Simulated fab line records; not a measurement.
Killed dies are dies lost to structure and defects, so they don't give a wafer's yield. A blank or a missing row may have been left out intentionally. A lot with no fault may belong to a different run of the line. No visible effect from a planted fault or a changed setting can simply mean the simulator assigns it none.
fab line records	flow n5-finfet
record lots=7	wafers=39
route steps=1938 shown ZERO_LAYER@16 FIN_SAQP@114 SD_EPI_N@269 HKMG_FIN@449 MOL_CONTACT_COAG@584
start-h: hours from the record's opening day to when the first of the lot's shown wafers began	wait-h: hours from the lot's prior step to this one	" the same as in the row above	L1.1+2: a row that stands for several wafers	- value missing, or start not given	* or withheld: withheld	< > ~ a bound
route shown NAME@n: a module of which the file shows steps, and the number in the route of the first	usual: average and standard deviation across the fault-free wafers	same: alike in all rows	chamber/n: place in a boat	sites: the reading at each site	_std_site: standard deviation across them	_edge_site: mean of outer sites minus mean of inner sites	radius-mm: how far each site lies from the wafer's centre	mask NAME#n: copy n	behind: the tool/chamber that last shaped the wafer	hold: what put the lot on hold/how long, in hours/how the hold closed	device: transistor that didn't switch, given as n, p or np	end of line: the tests these same wafers got at the end of their route	where a step has no rows: the recipe by itself	killed: count of dies lost to structure and defects at first sort (not the wafer's yield)	map: per-die view of a wafer (x killed, . not killed, _ where there is no die)
set.NAME: setting as actually run; set.NAME@STEP: the setting as run at that earlier step	model.NAME: the simulator's own value behind a step, which no gauge read
one table per step and one row per wafer, for lots whose settings were changed on purpose
## steps
# step N5_ZERO_LAYER_ETCH_18
# recipe chemistry=HBr/Cl2	target=Si	target-depth-a=1200	time-s=40	pressure-mtorr=10	icp-w=800	bias-w=75	HBr_flow_sccm=150	Cl2_flow_sccm=80
lot.wafer	tool	chamber	start-h	wait-h	set.target-depth-a	model.ZERO_LAYER.feature-depth-nm	model.etch.depth-nm	model.coat_of_ZERO_LAYER_COAT_05.thk-nm
L074.1	rie-si-06	2	12.79	0.0	1783	176.8	176.8	915.5
L074.2	"	1	"	"	1783	177.3	177.3	915.5
L074.3	"	0	"	"	1200	119.3	119.3	935.5
L074.4	"	3	"	"	1200	122.2	122.2	930.3
L074.5	"	1	"	"	1200	119.9	119.9	933.4
L074.6	"	0	"	"	1783	176.7	176.7	913.9
L083.1	rie-si-02	3	66.79	0.0	621.6	60.94	60.94	953.7
L083.2	"	1	"	"	621.6	60.97	60.97	955
L083.3	"	0	"	"	621.6	59.56	59.56	955.5
L083.4	"	2	"	"	1200	118.9	118.9	935.5
L083.5	"	3	"	"	1200	117.8	117.8	935.8
L083.6	"	0	"	"	1200	115.2	115.2	934.5
L086.1	rie-si-01	0	84.91	0.0	1200	123	123	934.1
L086.2	"	2	"	"	1200	118	118	938.1
L086.3	"	3	"	"	1200	120.2	120.2	933.6
L086.4	"	1	"	"	1200	118.6	118.6	936.8
L086.5	"	0	"	"	1200	122	122	934.2
L086.6	"	1	"	"	1200	118.3	118.3	933.4
L089.1	rie-si-02	1	102.87	0.0	518.8	50.47	50.47	953.6
L089.2	"	0	"	"	518.8	49.32	49.32	955.3
L089.3	"	3	"	"	1200	117.6	117.6	932.4
L089.4	"	2	"	"	1200	119.8	119.8	929.4
L089.5	"	0	"	"	1200	116.8	116.8	929.6
L089.6	"	3	"	"	518.8	50.89	50.89	953.4
L091.3	rie-si-02	0	114.83	0.0	1200	117	117	928.6
L091.4	"	3	"	"	1200	116.9	116.9	926.2
L091.6	"	1	"	"	1200	118.1	118.1	930.3
L096.1	rie-si-02	0	144.79	0.0	1200	117.2	117.2	932.4
L096.2	"	3	"	"	1200	117	117	930.2
L096.3	"	1	"	"	1616	159.1	159.1	918
L096.4	"	2	"	"	1200	121.7	121.7	933.9
L096.5	"	3	"	"	1616	158.9	158.9	917
L096.6	"	2	"	"	1616	164.6	164.6	916.5
L097.1	rie-si-06	0	150.93	0.0	933.8	93.03	93.03	943.5
L097.2	"	2	"	"	1200	119	119	931.1
L097.3	"	1	"	"	933.8	92.61	92.61	941
L097.4	"	3	"	"	1200	121	121	930.9
L097.5	"	0	"	"	933.8	92.42	92.42	942.9
L097.6	"	1	"	"	1200	118.1	118.1	930.6
# step N5_ZERO_LAYER_STRIP_24
# recipe chemistry=O2	power-w=1000	temp-c=250	overash-fraction=0.3	pressure-mtorr=1000	o2-flow-sccm=6750
# usual strip-time-to-endpoint-s=43.89/0.081
lot.wafer	tool	chamber	start-h	wait-h	set.target-depth-a@ZERO_LAYER_ETCH_18	strip-time-to-endpoint-s
L074.1	plasma-asher-01	1	12.95	0.1	1783	43.40
L074.2	"	0	"	"	1783	43.41
L074.3	"	1	"	"	1200	44.00
L074.4	"	0	"	"	1200	43.84
L074.5	"	0	"	"	1200	43.93
L074.6	"	1	"	"	1783	43.35
L083.1	plasma-asher-02	0	66.89	0.1	621.6	44.53
L083.2	"	1	"	"	621.6	44.58
L083.3	"	1	"	"	621.6	44.60
L083.4	"	0	"	"	1200	44.01
L083.5	"	1	"	"	1200	44.02
L083.6	"	0	"	"	1200	43.95
L086.1	plasma-asher-02	0	85.02	0.1	1200	43.96
L086.2	"	1	"	"	1200	44.08
L086.3	"	1	"	"	1200	43.95
L086.4	"	0	"	"	1200	44.03
L086.5	"	1	"	"	1200	43.96
L086.6	"	0	"	"	1200	43.93
L089.1	plasma-asher-01	0	102.98	0.1	518.8	44.54
L089.2	"	1	"	"	518.8	44.60
L089.3	"	1	"	"	1200	43.90
L089.4	"	0	"	"	1200	43.81
L089.5	"	1	"	"	1200	43.81
L089.6	"	0	"	"	518.8	44.55
L091.3	plasma-asher-01	1	114.95	0.1	1200	43.80
L091.4	"	0	"	"	1200	43.73
L091.6	"	1	"	"	1200	43.83
L096.1	plasma-asher-01	0	144.90	0.1	1200	43.92
L096.2	"	1	"	"	1200	43.84
L096.3	"	0	"	"	1616	43.48
L096.4	"	1	"	"	1200	43.96
L096.5	"	0	"	"	1616	43.43
L096.6	"	1	"	"	1616	43.41
L097.1	plasma-asher-01	0	151.04	0.1	933.8	44.24
L097.2	"	1	"	"	1200	43.86
L097.3	"	0	"	"	933.8	44.18
L097.4	"	1	"	"	1200	43.85
L097.5	"	1	"	"	933.8	44.22
L097.6	"	0	"	"	1200	43.84
# step N5_FIN_SAQP_DESCUM_21
# recipe chemistry=O2	time-s=7.9	source-power-w=50	bias-power-w=20	pressure-mtorr=20	rf-frequency-hz=2.712e+07	temp-c=40	resist=CAR-ArF	o2-flow-sccm=225
lot.wafer	tool	chamber	start-h	wait-h	set.time-s	model.CAR-ArF_of_FIN_SAQP_COAT_10.thk-nm
L074.1	rie-diel-06	1	21.39	0.0	7.9	83.55
L074.2	"	2	"	"	7.9	83.58
L074.3	"	1	"	"	7.9	83.25
L074.4	"	2	"	"	7.9	83.22
L074.5	"	2	"	"	7.9	83.21
L074.6	"	1	"	"	7.9	83.47
L083.1	rie-diel-03	2	76.01	0.0	7.9	84.35
L083.2	"	1	"	"	4.3	86.14
L083.3	"	3	"	"	4.3	86.02
L083.4	"	1	"	"	7.9	83.83
L083.5	"	2	"	"	4.3	86.16
L083.6	"	3	"	"	7.9	84
L086.1	rie-diel-06	0	94.18	0.0	6.633	84.37
L086.2	"	2	"	"	6.633	84.5
L086.3	"	1	"	"	7.9	83.52
L086.4	"	2	"	"	6.633	84.13
L086.5	"	1	"	"	7.9	83.55
L086.6	"	0	"	"	7.9	83.67
L089.1	rie-diel-04	3	113.66	0.0	7.9	83.72
L089.2	"	0	"	"	7.9	83.64
L089.3	"	2	"	"	11.02	82.01
L089.4	"	1	"	"	11.02	81.69
L089.5	"	0	"	"	7.9	83.55
L089.6	"	3	"	"	11.02	81.95
L091.3	rie-diel-06	3	123.72	0.1	7.9	83.62
L091.4	"	1	"	"	7.9	83.43
L091.6	"	2	"	"	7.9	83.53
L096.1	rie-diel-06	2	153.49	0.0	7.9	83.82
L096.2	"	0	"	"	10.39	82.08
L096.3	"	3	"	"	7.9	83.55
L096.4	"	1	"	"	10.39	82.31
L096.5	"	1	"	"	10.39	82.19
L096.6	"	0	"	"	7.9	83.64
L097.1	rie-diel-03	3	159.69	0.0	5.637	85.17
L097.2	"	2	"	"	5.637	85.23
L097.3	"	1	"	"	7.9	83.7
L097.4	"	0	"	"	7.9	83.66
L097.5	"	1	"	"	7.9	83.86
L097.6	"	2	"	"	5.637	85.03
# step N5_SD_EPI_N_DEVELOP_08
# recipe develop-time-s=30	developer=TMAH	resist=CAR-ArF-block	dev-temp-c=23	rinse-liquid=diw	dry=air-spin
lot.wafer	tool	chamber	start-h	wait-h	set.develop-time-s
L074.1+5+6	litho-track-05	0	-	-	30
L074.2+3+4	"	0	"	"	17.1
L083.1+3+4	litho-track-04	0	-	-	30
L083.2+5+6	"	0	"	"	19.65
L086.1+2+3+4+5+6	litho-track-05	0	-	-	30
L089.1+3+6	litho-track-05	0	-	-	20.36
L089.2+4+5	"	0	"	"	30
L091.3+4+6	litho-track-05	0	-	-	30
L096.1+2+3+4+5+6	litho-track-05	0	-	-	30
L097.1+3+4	litho-track-04	0	-	-	30
L097.2+5+6	"	0	"	"	45.54
# step N5_SD_EPI_N_CD_MEAS_09
# recipe target-cd-nm=120	landing-energy-ev=500	detector=se-inlens
# usual cd-nm=120.6/0.69
lot.wafer	tool	chamber	start-h	wait-h	set.develop-time-s@SD_EPI_N_DEVELOP_08	cd-nm
L074.1	cd-sem-02	0	49.27	-	30	120.9
L074.2	"	0	"	"	17.1	118.2
L074.3	"	0	"	"	17.1	118.1
L074.4	"	0	"	"	17.1	117.3
L074.5	"	0	"	"	30	122.1
L074.6	"	0	"	"	30	121.3
L083.1	cd-sem-01	0	103.91	-	30	119.0
L083.2	"	0	"	"	19.65	117.7
L083.3	"	0	"	"	30	119.7
L083.4	"	0	"	"	30	120.4
L083.5	"	0	"	"	19.65	117.4
L083.6	"	0	"	"	19.65	118.7
L086.1	cd-sem-03	0	121.83	-	30	120.9
L086.2	"	0	"	"	30	120.8
L086.3	"	0	"	"	30	120.7
L086.4	"	0	"	"	30	121.0
L086.5	"	0	"	"	30	120.7
L086.6	"	0	"	"	30	121.5
L089.1	cd-sem-02	0	139.63	-	20.36	119.7
L089.2	"	0	"	"	30	121.7
L089.3	"	0	"	"	20.36	119.4
L089.4	"	0	"	"	30	121.8
L089.5	"	0	"	"	30	121.3
L089.6	"	0	"	"	20.36	119.9
L091.3	cd-sem-02	0	153.37	-	30	121.1
L091.4	"	0	"	"	30	120.9
L091.6	"	0	"	"	30	120.8
L096.1	cd-sem-02	0	179.90	-	30	121.3
L096.2	"	0	"	"	30	120.7
L096.3	"	0	"	"	30	120.6
L096.4	"	0	"	"	30	121.1
L096.5	"	0	"	"	30	121.3
L096.6	"	0	"	"	30	120.6
L097.1	cd-sem-01	0	185.70	-	30	120.0
L097.2	"	0	"	"	45.54	120.7
L097.3	"	0	"	"	30	119.8
L097.4	"	0	"	"	30	119.9
L097.5	"	0	"	"	45.54	121.5
L097.6	"	0	"	"	45.54	122.0
# step N5_SD_EPI_N_DESCUM_14
# recipe chemistry=O2	time-s=7.9	source-power-w=50	bias-power-w=20	pressure-mtorr=20	rf-frequency-hz=2.712e+07	temp-c=40	resist=CAR-ArF-block	o2-flow-sccm=225
lot.wafer	tool	chamber	start-h	wait-h	set.develop-time-s@SD_EPI_N_DEVELOP_08	model.SD_EPI_N.cd-nm
L074.1	rie-diel-04	2	49.36	0.0	30	121.2
L074.2	"	1	"	"	17.1	118.2
L074.3	"	3	"	"	17.1	118
L074.4	"	0	"	"	17.1	117.4
L074.5+6	"	1,0	"	"	30	121.4
L083.1	rie-diel-06	3	104.00	0.0	30	118.6
L083.2	"	2	"	"	19.65	118
L083.3+4	"	1,0	"	"	30	120
L083.5	"	2	"	"	19.65	117.4
L083.6	"	1	"	"	19.65	118.6
L086.1	rie-diel-04	3	121.94	0.1	30	121.2
L086.2	"	2	"	"	30	120.8
L086.3	"	0	"	"	30	120.4
L086.4+5+6	"	1,2,3	"	"	30	121
L089.1	rie-diel-03	2	139.71	0.0	20.36	119
L089.2	"	1	"	"	30	121.4
L089.3+6	"	0	"	"	20.36	119.6
L089.4	"	3	"	"	30	121.6
L089.5	"	3	"	"	30	121.2
L091.3+4	rie-diel-03	2,0	153.46	0.0	30	120.6
L091.6	"	3	"	"	30	120.8
L096.1+2	rie-diel-03	2,1	180.10	0.1	30	121.2
L096.3	"	3	"	"	30	120.8
L096.4+5	"	0,3	"	"	30	121.4
L096.6	"	2	"	"	30	120.4
L097.1	rie-diel-04	1	185.97	0.2	30	120
L097.2	"	2	"	"	45.54	120.8
L097.3+4	"	0,3	"	"	30	119.6
L097.5	"	2	"	"	45.54	121.8
L097.6	"	1	"	"	45.54	122
# step N5_SD_EPI_N_ETCH_34
# recipe chemistry=CF4	target=SiARC	target-depth-a=455	mask-material=CAR-ArF-block	time-s=75.8	ion-energy-ev=80	pressure-mtorr=40	source-w=545	bias-w=36	Ar_flow_sccm=100	cf4-flow-sccm=100	ends=cleared
lot.wafer	tool	chamber	start-h	wait-h	set.develop-time-s@SD_EPI_N_DEVELOP_08	model.SD_EPI_N.cd-nm
L074.1+5	rie-diel-04	2,1	49.39	0.0	30	121
L074.2	"	1	"	"	17.1	117.6
L074.3	"	3	"	"	17.1	118.2
L074.4	"	0	"	"	17.1	117.4
L074.6	"	0	"	"	30	121.2
L083.1	rie-diel-06	3	104.03	0.0	30	118.6
L083.2	"	2	"	"	19.65	118.2
L083.3	"	1	"	"	30	120
L083.4	"	0	"	"	30	119.8
L083.5	"	2	"	"	19.65	117.4
L083.6	"	1	"	"	19.65	118.8
L086.1+6	rie-diel-04	3	121.97	0.0	30	121.4
L086.2+4	"	2,1	"	"	30	121
L086.3	"	0	"	"	30	120.4
L086.5	"	2	"	"	30	121.2
L089.1	rie-diel-03	2	139.75	0.0	20.36	119
L089.2+5	"	1,3	"	"	30	121.4
L089.3+6	"	0	"	"	20.36	119.6
L089.4	"	3	"	"	30	121.6
L091.3	rie-diel-03	2	153.49	0.0	30	120.4
L091.4+6	"	0,3	"	"	30	120.8
L096.1+2	rie-diel-03	2,1	180.14	0.0	30	121
L096.3	"	3	"	"	30	120.6
L096.4+5	"	0,3	"	"	30	121.4
L096.6	"	2	"	"	30	120.2
L097.1+4	rie-diel-04	1,3	186.00	0.0	30	119.8
L097.2	"	2	"	"	45.54	120.8
L097.3	"	0	"	"	30	119.4
L097.5	"	2	"	"	45.54	121.8
L097.6	"	1	"	"	45.54	122
# step N5_HKMG_FIN_ALD_71
# recipe material=TiN	target-thk-a=10	temp-c=400	ald-precursor-family=TiCl4	ald-co-reactant=NH3	pulse-time-s=1	purge-time-s=3	co-reactant-purge-time-s=2	co-reactant-pulse-time-s=2	ald-cycles=47	pressure-torr=3
lot.wafer	tool	chamber	start-h	wait-h	set.ald-cycles	model.TiN_of_HKMG_FIN_ALD_71.thk-nm
L074.1+2+3	ald-metal-04	0,1,2	77.68	0.0	75	1.6
L074.4+5+6	"	3,1,0	"	"	47	1
L083.1+5+6	ald-metal-03	2,2,1	132.96	0.0	68	1.4
L083.2+3+4	"	1,3,0	"	"	47	1
L086.1+3+4	ald-metal-04	2,3,1	151.18	0.0	47	1
L086.2+5+6	"	0,3,2	"	"	67	1.4
L089.1+3	ald-metal-04	0,2	169.16	0.0	71	1.6
L089.2+4+6	"	3,1,2	"	"	47	1
L089.5	"	1	"	"	71	1.4
L091.3+4+6	ald-metal-04	0,3,0	181.84	0.0	47	1
L096.1+3+5	ald-metal-01	3,0,3	209.69	0.0	35	0.8
L096.2+4+6	"	1,2,0	"	"	47	1
L097.1+2+5	ald-metal-03	2,0,1	214.74	0.0	47	1
L097.3+4+6	"	3,1,2	"	"	72	1.6
# step N5_MOL_CONTACT_COAG_ETCHBACK_135
# recipe chemistry=CHF3	target=SiO2	target-depth-a=250	time-s=16.7	ion-energy-ev=200	pressure-mtorr=30	source-w=610	bias-w=170	Ar_flow_sccm=200	CHF3_flow_sccm=50
lot.wafer	tool	chamber	start-h	wait-h	set.target-depth-a	model.SOC_of_MOL_CONTACT_COAG_COAT_75.thk-nm
L074.1+3	rie-diel-06	0,3	103.57	0.0	208.3	57.8
L074.2	"	2	"	"	250	57.2
L074.4	"	1	"	"	250	57.6
L074.5	"	0	"	"	250	57.8
L074.6	"	3	"	"	208.3	58.2
L083.1+2+4	rie-diel-06	2,3,1	154.84	0.0	383.5	56
L083.3	"	0	"	"	250	57.6
L083.5+6	"	2,3	"	"	250	57.4
L086.1+2	rie-diel-03	1,2	172.59	0.0	250	57
L086.3+4+5	"	0,3,0	"	"	191	57.6
L086.6	"	3	"	"	250	57.2
L089.1+3+6	rie-diel-06	3,2,3	191.57	0.0	250	57.2
L089.2+4	"	1,0	"	"	250	57.4
L089.5	"	2	"	"	250	57
L091.3	rie-diel-03	2	203.40	0.0	250	57.2
L091.4+6	"	0	"	"	250	57.4
L096.1+2	rie-diel-04	0,2	229.48	0.0	389.9	55.8
L096.3+4+6	"	3,1,3	"	"	250	57.2
L096.5	"	0	"	"	389.9	55.6
L097.1+3	rie-diel-03	2,1	235.49	0.0	250	57.4
L097.2	"	3	"	"	306	56.6
L097.4+5	"	0,2	"	"	306	56.8
L097.6	"	1	"	"	250	57.2
# step N5_MOL_CONTACT_COAG_STRIP_118
# recipe chemistry=CHF3	resist=SiARC	rf-frequency-hz=6e+07
# step N5_MOL_CONTACT_COAG_VIA_ETCH_46
# recipe chemistry=C4F6/O2	target-depth-a=460	overetch-a=92	mask-material=SOC	target=SiO2	bias-w=455	pressure-mtorr=10	time-s=40	source-w=325	Ar_flow_sccm=300	C4F6_flow_sccm=10	O2_flow_sccm=10	ion-energy-ev=575.3	ends=end-point
lot.wafer	tool	chamber	start-h	wait-h	set.target-depth-a@MOL_CONTACT_COAG_ETCHBACK_135	model.SOC_of_MOL_CONTACT_COAG_COAT_75.thk-nm
L074.1	rie-diel-06	0	103.60	0.0	208.3	51.6
L074.2	"	2	"	"	250	50.6
L074.3	"	3	"	"	208.3	51
L074.4	"	1	"	"	250	51.2
L074.5	"	0	"	"	250	51.4
L074.6	"	3	"	"	208.3	51.4
L083.1+4	rie-diel-06	2,1	154.88	0.0	383.5	49.4
L083.2	"	3	"	"	383.5	49.2
L083.3	"	0	"	"	250	51.2
L083.5	"	2	"	"	250	50.8
L083.6	"	3	"	"	250	50.6
L086.1+2	rie-diel-03	1,2	172.63	0.0	250	50.4
L086.3+5	"	0	"	"	191	51.2
L086.4	"	3	"	"	191	51
L086.6	"	3	"	"	250	50.6
L089.1+5	rie-diel-06	3,2	191.60	0.0	250	50.4
L089.2+4	"	1,0	"	"	250	51
L089.3	"	2	"	"	250	50.8
L089.6	"	3	"	"	250	50.6
L091.3	rie-diel-03	2	203.43	0.0	250	50.6
L091.4	"	0	"	"	250	50.8
L091.6	"	0	"	"	250	51
L096.1+5	rie-diel-04	0	229.51	0.0	389.9	49
L096.2	"	2	"	"	389.9	49.4
L096.3+4+6	"	3,1,3	"	"	250	50.8
L097.1+6	rie-diel-03	2,1	235.52	0.0	250	50.8
L097.2	"	3	"	"	306	50
L097.3	"	1	"	"	250	51
L097.4	"	0	"	"	306	50.4
L097.5	"	2	"	"	306	50.2
## key
split step=N5_ZERO_LAYER_ETCH_18	setting=target-depth-a	stated=1200	by=wafer
response step=N5_ZERO_LAYER_ETCH_18	reading=model.ZERO_LAYER.feature-depth-nm	change=+1.19	per=1%	r=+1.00
response step=N5_ZERO_LAYER_ETCH_18	reading=model.etch.depth-nm	change=+1.19	per=1%	r=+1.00
response step=N5_ZERO_LAYER_ETCH_18	reading=model.coat_of_ZERO_LAYER_COAT_05.thk-nm	change=-0.41	per=1%	r=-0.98
response step=N5_ZERO_LAYER_STRIP_24	reading=strip-time-to-endpoint-s	change=*	per=1%	r=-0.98
split step=N5_FIN_SAQP_DESCUM_21	setting=time-s	stated=7.9	by=wafer
response step=N5_FIN_SAQP_DESCUM_21	reading=model.CAR-ArF_of_FIN_SAQP_COAT_10.thk-nm	change=-0.0458	per=1%	r=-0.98
split step=N5_SD_EPI_N_DEVELOP_08	setting=develop-time-s	stated=30	by=wafer
response step=N5_SD_EPI_N_CD_MEAS_09	reading=cd-nm	change=+0.0528	per=1%	r=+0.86
response step=N5_SD_EPI_N_DESCUM_14	reading=model.SD_EPI_N.cd-nm	change=+0.0532	per=1%	r=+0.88
response step=N5_SD_EPI_N_ETCH_34	reading=model.SD_EPI_N.cd-nm	change=+0.0522	per=1%	r=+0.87
split step=N5_HKMG_FIN_ALD_71	setting=ald-cycles	stated=47	by=wafer
response step=N5_HKMG_FIN_ALD_71	reading=model.TiN_of_HKMG_FIN_ALD_71.thk-nm	change=+0.01	per=1%	r=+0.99
split step=N5_MOL_CONTACT_COAG_ETCHBACK_135	setting=target-depth-a	stated=250	by=wafer
response step=N5_MOL_CONTACT_COAG_ETCHBACK_135	reading=model.SOC_of_MOL_CONTACT_COAG_COAT_75.thk-nm	change=-0.0264	per=1%	r=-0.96
response step=N5_MOL_CONTACT_COAG_VIA_ETCH_46	reading=model.SOC_of_MOL_CONTACT_COAG_COAT_75.thk-nm	change=-0.0287	per=1%	r=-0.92
